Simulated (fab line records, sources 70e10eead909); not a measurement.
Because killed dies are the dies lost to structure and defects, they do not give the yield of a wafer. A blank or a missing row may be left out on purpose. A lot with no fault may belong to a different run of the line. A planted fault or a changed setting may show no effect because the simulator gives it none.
Matching of chambers	flow nandHarc	rieSi-05 running NHARC_A_WL_FILL_ETCHBACK_26: 4 sister chambers
The step etches the open film in HBr, target depth 52 nm, time 13.3 s. 8 wafers are shown with their chamber, then 8 later ones without.

== WAFERS, EACH WITH ITS CHAMBER ==
wafer	chamber	throttleValvePct (%)	biasW (W)
L077.6	0	23.264	59.79
L079.2	0	23.273	59.70
L080.5	3	23.241	60.04
L082.5	2	23.249	59.91
L086.2	1	23.276	60.00
L086.4	2	23.267	60.07
L086.6	3	23.252	60.18
L088.1	1	23.280	59.97

== WAFERS MISSING THEIR CHAMBER ==
wafer	throttleValvePct (%)	biasW (W)
L088.4	23.267	59.99
L088.6	23.263	60.10
L094.2	23.267	60.24
L094.3	23.264	59.86
L094.5	23.268	60.07
L096.2	23.267	59.99
L096.5	23.254	60.17
L096.6	23.275	60.29

== EACH ONE'S CHAMBER ==
wafer	from the rows above	in truth
L088.4	can't be placed: 2 or 1 or 3 or 0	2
L088.6	can't be placed: 2 or 3 or 1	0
L094.2	can't be placed: 3 or 2 or 1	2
L094.3	can't be placed: 0 or 2 or 1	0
L094.5	can't be placed: 2 or 1 or 3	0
L096.2	can't be placed: 2 or 1 or 3 or 0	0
L096.5	can't be placed: 3 or 2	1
L096.6	can't be placed: 1 or 3 or 2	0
Correctly placed: 0 of 8. From these rows, 8 cannot be placed; in 4 the true chamber is one of the candidates. Number placed wrongly: 0.
How it was worked out, from the rows above alone: a wafer's distance from a chamber is the root of the sum, over the readings, of the square of ((its reading less the chamber's mean) divided by the reading's scatter). If the next closest chamber is less than 2 further off than the closest, the wafer can't be placed; otherwise it belongs to the closest. A chamber's mean is the mean of its shown wafers. The scatter is the square root of a quotient: the sum, over the shown wafers, of each reading's squared deviation from its chamber's mean, divided by wafers minus chambers.
